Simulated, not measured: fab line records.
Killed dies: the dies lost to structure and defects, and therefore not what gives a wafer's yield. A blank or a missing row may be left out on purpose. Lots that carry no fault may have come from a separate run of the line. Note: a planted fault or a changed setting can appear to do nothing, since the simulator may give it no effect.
Matching of chambers -- flow n5_finfet -- 3 sister chambers for N5_BEOL_M0_SAQP_PECVD_04 on pecvd-04
The step deposits a-Si from SiH4/He, target thk 60 nm, time 60.2 s. 16 wafers are shown with their chamber, then 8 later ones without.

== EACH WAFER AND ITS CHAMBER ==
wafer,chamber,throttle_valve_pct (%),showerhead_plenum_p_Torr (Torr),heater_power_w (W)
L074.2,1,17.7,5.69,818
L074.5,0,18.8,5.63,596
L074.6,1,17.5,5.71,801
L081.1,2,16.7,5.68,747
L081.4,2,16.7,5.69,769
L081.6,1,17.6,5.71,820
L087.2,2,17.1,5.69,706
L087.5,1,17.7,5.70,831
L087.6,2,16.9,5.68,737
L088.2,1,17.8,5.70,735
L088.3,0,18.7,5.63,515
L088.5,1,17.6,5.71,721
L090.1,1,17.7,5.70,718
L090.3,0,18.8,5.64,565
L090.6,1,17.4,5.71,764
L093.1,2,16.9,5.71,645

SIGNATURES (means of the wafers above)
reading,chamber 0,chamber 1,chamber 2,scatter within a chamber
throttle_valve_pct,18.767,17.625,16.860,0.134
showerhead_plenum_p_Torr,5.6333,5.7038,5.6900,0.009
heater_power_w,558.67,776.00,720.80,46.5
Rule: distance of a wafer from a chamber = root of the sum over the readings of ((wafer's reading minus chamber's mean) / reading's scatter) squared. The wafer belongs to the nearest chamber; if the next one is less than 2 further off, it can't be placed. The scatter is the square root of a quotient: the sum, over the shown wafers, of each reading's squared deviation from its chamber's mean, divided by wafers minus chambers.

== WAFERS MISSING THEIR CHAMBER ==
wafer,throttle_valve_pct (%),showerhead_plenum_p_Torr (Torr),heater_power_w (W)
L093.4,18.8,5.66,519
L093.5,16.9,5.70,667
L094.2,18.9,5.67,548
L094.3,18.7,5.65,576
L094.4,17.0,5.71,666
L097.1,18.9,5.66,610
L097.4,17.1,5.70,761
L097.5,17.6,5.70,813

== EACH ONE'S CHAMBER ==
wafer,from the rows above,in truth
L093.4,0,0
L093.5,2,2
L094.2,0,0
L094.3,0,0
L094.4,2,2
L097.1,0,0
L097.4,can't be placed: 2 or 1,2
L097.5,1,1
7 of 8 placed correctly. Cannot be placed on the basis of these rows: 1; the candidates contain the true chamber in 1. Wrongly placed: 0.
